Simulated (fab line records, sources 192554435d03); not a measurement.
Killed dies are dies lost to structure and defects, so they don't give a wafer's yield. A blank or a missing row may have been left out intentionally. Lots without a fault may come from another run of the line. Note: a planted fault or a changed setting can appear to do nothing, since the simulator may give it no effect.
fab line records    flow n5-finfet
record: lots: 7  wafers: 21
route steps=1938 shown BEOL_M14@1723 MIM_BOT_ETCH@1866 PASSIVATION@1930
start-h: hours from the record's first day to the start of the lot's first wafer shown    wait-h: how many hours have passed since the lot's step before this one    " identical to the entry in the row above    L1.1+2: one row covering several wafers at once    - no value present, or no start provided    * or withheld: withheld    < > ~ a bound
route shown NAME@n: a module of which the file shows steps, and the number in the route of the first    usual: mean/standard deviation taken from wafers without a fault    same: alike in all rows    chamber/n: place in a boat    sites: each site's reading    _std_site: the standard deviation of these    _edge_site: mean of outer sites minus mean of inner sites    radius-mm: for every site, how far away it sits from the centre of the wafer    mask NAME#n: copy n    behind: tool/chamber where the wafer was last shaped    hold: the reason the lot was held/the length of the hold in hours/how it ended    device: the n, p or np transistor that did not switch    end of line: the route-end tests of the same wafers    a step with no rows: only its recipe    killed: not the wafer's yield, but the dies lost to structure and defects at the first sort    map: per-die view of a wafer (x killed, . not killed, _ where there is no die)
set.NAME: the run value of the setting; set.NAME@STEP: its run value at that earlier step    model.NAME: the simulator's own value behind a step, which no gauge read
lots run with intentionally changed settings; tables by step, rows by wafer
== steps ==
step: N5_BEOL_M14_PEB_08
recipe: peb-temp-c: 130  peb-time-s: 90
lot.wafer   tool            chamber  start-h  wait-h  set.peb-temp-c
L076.2+4    litho-track-02  0        248.87   0.0     130
L076.6      "               0        "        "       133.1
L075.1      litho-track-04  0        252.43   0.1     132.5
L075.3+6    "               0        "        "       130
L084.2+5+6  litho-track-04  0        313.05   0.0     130
L085.2+4+6  litho-track-03  0        320.93   0.0     130
L089.3+5+6  litho-track-02  0        355.00   0.0     130
L091.2+4+6  litho-track-03  0        370.41   0.0     130
L097.1+3    litho-track-03  0        405.40   0.1     128.4
L097.5      "               0        "        "       130
step: N5_BEOL_M14_DEVELOP_09
recipe: develop-time-s: 45  rinse-liquid: diw  dry: air-spin  dev-temp-c: 21
step: N5_BEOL_M14_HARDBAKE_14
recipe: temp-c: 130  time-s: 120
step: N5_BEOL_M14_CD_MEAS_10
recipe: target-cd-nm: 250  landing-energy-ev: 500  detector: se-inlens  polarity: opening
usual: cd-nm: 249.4/2.4
lot.wafer  tool       chamber  start-h  wait-h  set.peb-temp-c@BEOL_M14_PEB_08  cd-nm
L076.2     cd-sem-01  0        248.99   -       130                             251.8
L076.4     "          0        "        "       130                             251.6
L076.6     "          0        "        "       133.1                           259.4
L075.1     cd-sem-01  0        252.55   -       132.5                           260.9
L075.3     "          0        "        "       130                             250.2
L075.6     "          0        "        "       130                             250.2
L084.2     cd-sem-03  0        313.16   -       130                             246.8
L084.5     "          0        "        "       130                             251.4
L084.6     "          0        "        "       130                             252.3
L085.2     cd-sem-01  0        321.05   -       130                             247.3
L085.4     "          0        "        "       130                             247.6
L085.6     "          0        "        "       130                             246.4
L089.3     cd-sem-02  0        355.12   -       130                             250.3
L089.5     "          0        "        "       130                             251.8
L089.6     "          0        "        "       130                             252.1
L091.2     cd-sem-03  0        370.52   -       130                             247.6
L091.4     "          0        "        "       130                             248.1
L091.6     "          0        "        "       130                             244.8
L097.1     cd-sem-02  0        405.52   -       128.4                           241.3
L097.3     "          0        "        "       128.4                           244.0
L097.5     "          0        "        "       130                             247.3
step: N5_BEOL_M14_STRIP_71
recipe: chemistry: post-etch-residue-remover  time-s: 60  temp-c: 25  remover-ph: withheld  remover-water-wt-pct: withheld  remover-fluoride-wt-pct: withheld
step: N5_BEOL_M14_SRD_72
recipe: time-s: 30  temp-c: 23  rinse-liquid: diw  dry: n2-spin  spin-rpm: 1500  dry-time-s: 30
step: N5_BEOL_M14_CD_MEAS_17
recipe: target-cd-nm: 250  polarity: opening
usual: cd-nm: 250.3/2.5
lot.wafer  tool       chamber  start-h  wait-h  set.peb-temp-c@BEOL_M14_PEB_08  cd-nm
L076.2     cd-sem-03  -        249.51   0.0     130                             251.1
L076.4     "          -        "        "       130                             251.3
L076.6     "          -        "        "       133.1                           260.8
L075.1     cd-sem-03  -        253.07   0.0     132.5                           261.9
L075.3     "          -        "        "       130                             250.0
L075.6     "          -        "        "       130                             251.1
L084.2     cd-sem-01  -        313.84   0.0     130                             244.8
L084.5     "          -        "        "       130                             251.1
L084.6     "          -        "        "       130                             252.5
L085.2     cd-sem-03  -        321.65   0.0     130                             249.7
L085.4     "          -        "        "       130                             247.8
L085.6     "          -        "        "       130                             247.0
L089.3     cd-sem-02  -        355.89   0.0     130                             253.5
L089.5     "          -        "        "       130                             254.4
L089.6     "          -        "        "       130                             250.8
L091.2     cd-sem-03  -        371.04   0.0     130                             248.8
L091.4     "          -        "        "       130                             249.9
L091.6     "          -        "        "       130                             247.7
L097.1     cd-sem-03  -        406.05   0.0     128.4                           242.8
L097.3     "          -        "        "       128.4                           244.2
L097.5     "          -        "        "       130                             249.3
step: N5_BEOL_M14_ETCH_68
recipe: chemistry: N2/H2  target: SOC  mask-material: SiARC  source-w: 3000  bias-w: 350  temp-c: 40  time-s: 450  ion-energy-ev: 200  pressure-mtorr: 30  n2-flow-sccm: 200  h2-flow-sccm: 200
lot.wafer  tool         chamber  start-h  wait-h  set.time-s  model.SiARC_of_BEOL_M14_COAT_66.thk-nm
L076.2     rie-diel-01  0        250.34   0.1     450         67
L076.4     "            3        "        "       450         66.8
L076.6     "            1        "        "       450         67.4
L075.1     rie-diel-01  0        253.67   0.1     391.8       71.8
L075.3     "            2        "        "       391.8       71.2
L075.6     "            0        "        "       450         66.2
L084.2     rie-diel-05  1        314.44   0.1     542.2       56.2
L084.5     "            2        "        "       542.2       55
L084.6     "            1        "        "       542.2       55.8
L085.2     rie-diel-01  2        322.25   0.1     450         64.8
L085.4     "            0        "        "       423.5       66.6
L085.6     "            0        "        "       450         63.6
L089.3     rie-diel-01  2        356.77   0.1     450         65.4
L089.5     "            3        "        "       450         65.6
L089.6     "            0        "        "       450         63.4
L091.2     rie-diel-01  3        371.76   0.1     389         70.4
L091.4     "            1        "        "       450         65.6
L091.6     "            0        "        "       389         68.6
L097.1     rie-diel-03  1        406.64   0.1     495.9       60.6
L097.3     "            0        "        "       450         65.8
L097.5     "            2        "        "       495.9       59.8
step: N5_BEOL_M14_SPUTTER_43
recipe: material: TaN  target-thk-a: 150  temp-c: 50  bias-v: 168.6  power-w: 15000  chamber-pressure-pa: 0.12  time-s: 24.19
lot.wafer  tool            chamber  start-h  wait-h  set.power-w  model.TaN_of_BEOL_M14_SPUTTER_43.thk-nm
L076.2     pvd-sputter-03  -        252.92   0.0     15000        14.6
L076.4     "               -        "        "       15000        15
L076.6     "               -        "        "       15820        15.6
L075.1     pvd-sputter-03  -        256.25   0.0     17180        17.2
L075.3+6   "               -        "        "       15000        15
L084.2     pvd-sputter-03  -        319.50   0.0     15000        14.8
L084.5     "               -        "        "       15000        14.4
L084.6     "               -        "        "       15000        14.6
L085.2     pvd-sputter-03  -        325.83   0.0     14000        13.8
L085.4+6   "               -        "        "       15000        14.6
L089.3     pvd-sputter-03  -        358.22   0.0     15000        14.4
L089.5     "               -        "        "       15000        14.6
L089.6     "               -        "        "       15000        15
L091.2     pvd-sputter-01  -        374.67   0.0     15000        15.4
L091.4     "               -        "        "       15000        14.8
L091.6     "               -        "        "       16530        16.6
L097.1     pvd-sputter-01  -        409.00   0.0     15000        14.8
L097.3     "               -        "        "       12570        12
L097.5     "               -        "        "       12570        12.4
step: N5_MIM_BOT_ETCH_ETCH_04
recipe: chemistry: CF4/O2  target: SiNx  target-depth-a: 260  time-s: 13  ion-energy-ev: 100  pressure-mtorr: 40  source-w: 535  bias-w: 49  Ar_flow_sccm: 100  cf4-flow-sccm: 100  O2_flow_sccm: 10
usual: rf-vpp-V: 239/5
lot.wafer  tool         chamber  start-h  wait-h  set.source-w  rf-vpp-V
L076.2     rie-diel-01  2        265.77   0.0     535           239
L076.4     "            1        "        "       535           247
L076.6     "            2        "        "       535           238
L075.1     rie-diel-01  1        277.58   0.0     535           248
L075.3     "            0        "        "       586.5         234
L075.6     "            2        "        "       535           239
L084.2     rie-diel-05  1        332.56   0.0     613.7         217
L084.5     "            2        "        "       535           231
L084.6     "            3        "        "       535           241
L085.2     rie-diel-05  2        339.70   0.0     612.5         214
L085.4     "            3        "        "       612.5         224
L085.6     "            1        "        "       612.5         219
L089.3     rie-diel-01  0        374.23   0.0     535           246
L089.5     "            2        "        "       535           239
L089.6     "            1        "        "       535           248
L091.2     rie-diel-05  1        389.39   0.0     535           234
L091.4     "            1        "        "       535           233
L091.6     "            0        "        "       623.4         214
L097.1     rie-diel-01  0        428.84   0.0     469.8         262
L097.3     "            2        "        "       535           239
L097.5     "            2        "        "       469.8         257
step: N5_PASSIVATION_ETCH_54
recipe: chemistry: CHF3/O2  target: SiO2  target-depth-a: 8800  CHF3_flow_sccm: 50  O2_flow_sccm: 5  Ar_flow_sccm: 200  time-s: 440  mask-material: PR  pressure-mtorr: 30  source-w: 650  bias-w: 170  ion-energy-ev: 200
usual: rf-vpp-V: 521/11
lot.wafer  tool         chamber  start-h  wait-h  set.bias-w  rf-vpp-V
L076.2     rie-diel-03  0        271.16   0.1     161         504
L076.4     "            1        "        "       170         517
L076.6     "            3        "        "       161         494
L075.1     rie-diel-03  0        282.55   0.1     150.1       476
L075.3     "            2        "        "       170         515
L075.6     "            0        "        "       170         530
L084.2     rie-diel-01  0        340.23   0.1     153.4       493
L084.5     "            3        "        "       170         529
L084.6     "            2        "        "       153.4       478
L085.2     rie-diel-01  3        346.59   0.1     170         528
L085.4     "            2        "        "       170         518
L085.6     "            0        "        "       170         535
L089.3     rie-diel-01  0        380.31   0.1     170         535
L089.5     "            1        "        "       170         539
L089.6     "            0        "        "       170         536
L091.2     rie-diel-05  1        395.18   0.1     170         511
L091.4     "            0        "        "       170         504
L091.6     "            2        "        "       170         509
L097.1     rie-diel-03  2        434.07   0.1     170         514
L097.3     "            1        "        "       170         516
L097.5     "            2        "        "       170         511
== key ==
split: step: N5_BEOL_M14_PEB_08  setting: peb-temp-c  stated: 130  by: wafer
response: step: N5_BEOL_M14_CD_MEAS_10  reading: cd-nm  change: +4.12  per: 1%  r: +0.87
response: step: N5_BEOL_M14_CD_MEAS_17  reading: cd-nm  change: +4.75  per: 1%  r: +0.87
split: step: N5_BEOL_M14_ETCH_68  setting: time-s  stated: 450  by: wafer
response: step: N5_BEOL_M14_ETCH_68  reading: model.SiARC_of_BEOL_M14_COAT_66.thk-nm  change: -0.393  per: 1%  r: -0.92
split: step: N5_BEOL_M14_SPUTTER_43  setting: power-w  stated: 15000  by: wafer
response: step: N5_BEOL_M14_SPUTTER_43  reading: model.TaN_of_BEOL_M14_SPUTTER_43.thk-nm  change: +0.152  per: 1%  r: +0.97
split: step: N5_MIM_BOT_ETCH_ETCH_04  setting: source-w  stated: 535  by: wafer
response: step: N5_MIM_BOT_ETCH_ETCH_04  reading: rf-vpp-V  change: -1.3  per: 1%  r: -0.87
split: step: N5_PASSIVATION_ETCH_54  setting: bias-w  stated: 170  by: wafer
response: step: N5_PASSIVATION_ETCH_54  reading: rf-vpp-V  change: +4.04  per: 1%  r: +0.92
